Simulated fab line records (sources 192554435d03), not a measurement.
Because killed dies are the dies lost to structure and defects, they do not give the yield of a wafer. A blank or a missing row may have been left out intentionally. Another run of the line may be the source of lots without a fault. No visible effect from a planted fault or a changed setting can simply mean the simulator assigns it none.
2 desks, one fault / flow n5Finfet / each desk has only its own numbers; what lay behind them comes last

AT THE METROLOGY DESK
What the gauges read for every lot (on any tool): the sampled wafers with a number, averaged. The brackets show how far a lot's mean lies from the usual mean; more than 4 standard deviations puts the lot out of limits, marked OUT. Only the readings that lie furthest out on some lot appear, 7 of the 10 it has.
Columns: A = DIBL_N at N5_BEOL_M4_RC_MEAS_101, usual 35.8 mV/V; B = DIBL_P at N5_BEOL_M4_RC_MEAS_101, usual 36.0 mV/V; C = IOFF_N at N5_BEOL_M4_RC_MEAS_101, usual 0.153 nA/um; D = IOFF_P at N5_BEOL_M4_RC_MEAS_101, usual 0.21 nA/um; E = ION_N at N5_BEOL_M4_RC_MEAS_101, usual 673 uA/um; F = SS_N at N5_BEOL_M4_RC_MEAS_101, usual 71.4 mV/dec; G = VT_P at N5_BEOL_M4_RC_MEAS_101, usual -250 mV
lot=L582; first seen here=day 8 01:25; A=36.2; B=37.2; C=0.171; D=0.23; E=682; F=71.0; G=-248
lot=L584; first seen here=day 8 23:57; A=36.7; B=38.9; C=0.174; D=0.29; E=683; F=71.5; G=-242
lot=L589; first seen here=day 9 15:46; A=32.9; B=32.2; C=0.108; D=0.15; E=653; F=70.4; G=-255
lot=L592; first seen here=day 11 00:27; A=35.9; B=37.3; C=0.174; D=0.26; E=674; F=71.7; G=-245
lot=L594; first seen here=day 11 00:41; A=34.6; B=34.1; C=0.131; D=0.19; E=666; F=71.1; G=-250
lot=L596; first seen here=day 11 09:40; A=36.9; B=37.2; C=0.169; D=0.23; E=681; F=71.5; G=-247
lot=L599; first seen here=day 12 11:53; A=35.8; B=36.7; C=0.157; D=0.20; E=671; F=71.5; G=-251
lot=L601; first seen here=day 13 01:37; A=36.2; B=36.2; C=0.156; D=0.20; E=670; F=71.4; G=-251
lot=L604; first seen here=day 13 14:36; A=34.9; B=34.1; C=0.139; D=0.18; E=672; F=71.0; G=-253
lot=L605; first seen here=day 13 18:08; A=36.0; B=34.2; C=0.147; D=0.19; E=669; F=71.3; G=-252
This desk found nothing out of limits on any of the 10 lots.

FOR THE TOOL OWNER'S DESK: pvdSputter-02
Per lot that ran on this tool, the mean of the sampled wafers carrying a number, from the tool's own readings at N5_BEOL_M1_ANNEAL_82 (time 240 s). The brackets show how far a lot's mean lies from the usual mean; more than 4 standard deviations puts the lot out of limits, marked OUT.
Columns: A = heaterPowerW at N5_BEOL_M1_ANNEAL_82, usual 852 W; B = susceptorTempC at N5_BEOL_M1_ANNEAL_82, usual 400.02 C; C = susceptor_temp_C_max at N5_BEOL_M1_ANNEAL_82, usual 400.9
lot=L589; first seen here=day 8 01:59; A=855; B=400.18; C=400.8
lot=L599; first seen here=day 10 16:18; A=871; B=399.92; C=400.7
lot=L604; first seen here=day 12 02:16; A=877; B=399.94; C=400.7
This desk found nothing out of limits on any of the 3 lots.

TAKEN TOGETHER
Metrology desk: nothing out of limits seen.
Nothing out of limits was seen by the tool owner's desk.

WHAT THE SIMULATOR HAD INSERTED
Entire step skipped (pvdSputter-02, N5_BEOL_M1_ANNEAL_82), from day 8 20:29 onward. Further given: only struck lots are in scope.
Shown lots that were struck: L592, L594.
